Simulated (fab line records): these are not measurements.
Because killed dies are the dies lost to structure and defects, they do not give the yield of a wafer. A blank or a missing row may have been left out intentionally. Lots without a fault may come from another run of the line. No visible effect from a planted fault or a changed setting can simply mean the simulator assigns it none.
What tool caused it? -- flow n5_finfet -- 12 lots, 34 wafers sampled, at 5 steps of a route of 1938

## WHAT THE GAUGES SHOWED, per wafer
N5_BEOL_M6_OCD_MEAS_38.
lot,measured,on,trench_depth_nm (nm)
L311,day 8 16:19,ocd-02,93.9 93.8 94.1
L310,day 9 04:44,ocd-01,94.5 93.2 93.7
L315,day 10 16:49,ocd-02,93.8 96.1 92.2
L318,day 11 02:43,ocd-01,92.8 95.6 95.9
L316,day 11 14:08,ocd-01,94.8 95.3 95.3
L317,day 11 14:39,ocd-02,94.1 94.0
L319,day 12 00:38,ocd-01,95.4 94.7
L327,day 13 14:44,ocd-02,94.6 94.0 93.1
L328,day 13 17:47,ocd-01,95.0 93.4 93.8
L329,day 14 09:34,ocd-02,94.5 94.3 92.9
L332,day 15 02:03,ocd-01,93.7 95.3 95.3
L331,day 15 13:58,ocd-02,91.6 94.2 92.9

N5_BEOL_M6_THK_MEAS_53: measures by xrf.
lot,measured,on,M6_THK (nm)
L311,day 8 20:26,film_metro-01,80.0 79.3 78.7
L310,day 9 08:42,film_metro-01,83.7 81.9 83.6
L315,day 10 19:45,film_metro-02,82.1 84.3 80.2
L318,day 11 09:13,film_metro-01,78.9 83.1 82.6
L316,day 11 17:00,film_metro-01,83.2 82.7 80.7
L317,day 11 18:01,film_metro-02,81.1 81.6
L319,day 12 05:25,film_metro-01,84.6 84.1
L327,day 13 17:25,film_metro-01,81.6 79.4 77.5
L328,day 13 19:56,film_metro-01,83.5 81.3 82.0
L329,day 14 13:02,film_metro-01,81.1 81.2 81.3
L332,day 15 05:19,film_metro-01,81.8 83.9 83.8
L331,day 15 16:50,film_metro-01,78.7 81.0 79.9

N5_BEOL_M6_RS_MEAS_57: the measuring method here is four-point-probe.
lot,measured,on,M6_RS (ohm/sq)
L311,day 8 20:34,film_metro-01,0.292 0.295 0.299
L310,day 9 08:50,film_metro-01,0.278 0.285 0.279
L315,day 10 19:53,film_metro-01,0.279 0.273 0.286
L318,day 11 09:21,film_metro-01,0.300 0.282 0.285
L316,day 11 17:08,film_metro-01,0.279 0.282 0.287
L317,day 11 18:08,film_metro-02,0.284 0.283
L319,day 12 05:33,film_metro-02,0.275 0.278
L327,day 13 17:32,film_metro-01,0.288 0.296 0.304
L328,day 13 20:04,film_metro-01,0.276 0.284 0.280
L329,day 14 13:11,film_metro-01,0.288 0.289 0.288
L332,day 15 05:26,film_metro-02,0.287 0.279 0.279
L331,day 15 16:58,film_metro-01,0.301 0.289 0.294

N5_BEOL_M7_THK_MEAS_01.
lot,measured,on,M7_ILD_THK (nm)
L311,day 8 21:12,film_metro-01,154.6 154.5 156.2
L310,day 9 09:57,film_metro-02,156.6 158.7 156.5
L315,day 10 20:31,film_metro-01,154.3 154.5 158.0
L318,day 11 10:28,film_metro-01,154.4 153.7 156.8
L316,day 11 17:46,film_metro-01,155.4 172.5 153.5
L317,day 11 18:47,film_metro-01,171.2 158.5
L319,day 12 06:11,film_metro-01,172.2 155.6
L327,day 13 18:11,film_metro-01,154.2 154.9 155.3
L328,day 13 20:43,film_metro-01,152.6 152.7 156.2
L329,day 14 14:19,film_metro-02,155.1 155.1 155.2
L332,day 15 06:05,film_metro-02,152.5 154.3 156.5
L331,day 15 18:01,film_metro-02,157.0 158.5 157.6

## TOOL THAT RAN EACH LOT (tool first, then ch and the chambers of the sampled wafers, then the start)
lot,N5_BEOL_M7_ILD_DEP_00
L311,"pecvd-03 ch 1,2, day 8 20:37"
L310,"pecvd-03 ch 0,1,2, day 9 08:55"
L315,"pecvd-01 ch 0,1,2, day 10 19:56"
L318,"pecvd-01 ch 0,1, day 11 09:25"
L316,"pecvd-01 ch 0,1, day 11 17:11"
L317,"pecvd-01 ch 0, day 11 18:12"
L319,"pecvd-01 ch 1,2, day 12 05:37"
L327,"pecvd-04 ch 0,2, day 13 17:36"
L328,"pecvd-04 ch 0,1,2, day 13 20:08"
L329,"pecvd-03 ch 0,1,2, day 14 13:15"
L332,"pecvd-03 ch 0,1, day 15 05:30"
L331,"pecvd-03 ch 0,1,2, day 15 17:03"
- N5_BEOL_M7_ILD_DEP_00: deposits SiCOH lowk from DEMS/porogen, target thk 179.75 nm, time 33.4 s.

## AS READ BY THE TOOLS THEMSELVES (means over the sampled wafers that have a number; for cases with no such wafer, the mark the record gives instead)
N5_BEOL_M7_ILD_DEP_00.
lot,tool,heater_power_w (W),showerhead_plenum_p_Torr (Torr),throttle_valve_pct (%)
L311,pecvd-03,332,5.732,14.0
L310,pecvd-03,333,5.745,14.4
L315,pecvd-01,244,5.731,13.6
L318,pecvd-01,249,5.728,13.5
L316,pecvd-01,245,5.733,13.7
L317,pecvd-01,294,5.726,13.2
L319,pecvd-01,214,5.732,14.1
L327,pecvd-04,342,5.748,13.8
L328,pecvd-04,307,5.749,13.9
L329,pecvd-03,316,5.740,14.3
L332,pecvd-03,323,5.737,14.7
L331,pecvd-03,355,5.745,14.6

## THE ANSWER, worked out from the rows above alone
Rule: usual is defined by the lots themselves. Put in order of their means at a reading, lots are off if they are a third of the lots or fewer, leave a main group of 4 or more, and stand apart from it by a gap of 3 or more times the standard deviation of the main group's means; of several such gaps the widest counts. The tables above print the reading to a certain number of digits; a main group whose means all agree to those digits is not used. A lot without any number at a reading at which 4 lots or more have one is off too. Any other lot the step has rows for is counted as sound. Order of review: gauges by route order, followed by the tools' own readings, for which a lot's mean as printed above is used. The first step at which some lot is off is used, and at that step the reading that is off furthest; a lot without a number counts as furthest.
No lot is off at any reading shown: from this, nothing can be told.

## WHAT THE SIMULATOR HAD INSERTED
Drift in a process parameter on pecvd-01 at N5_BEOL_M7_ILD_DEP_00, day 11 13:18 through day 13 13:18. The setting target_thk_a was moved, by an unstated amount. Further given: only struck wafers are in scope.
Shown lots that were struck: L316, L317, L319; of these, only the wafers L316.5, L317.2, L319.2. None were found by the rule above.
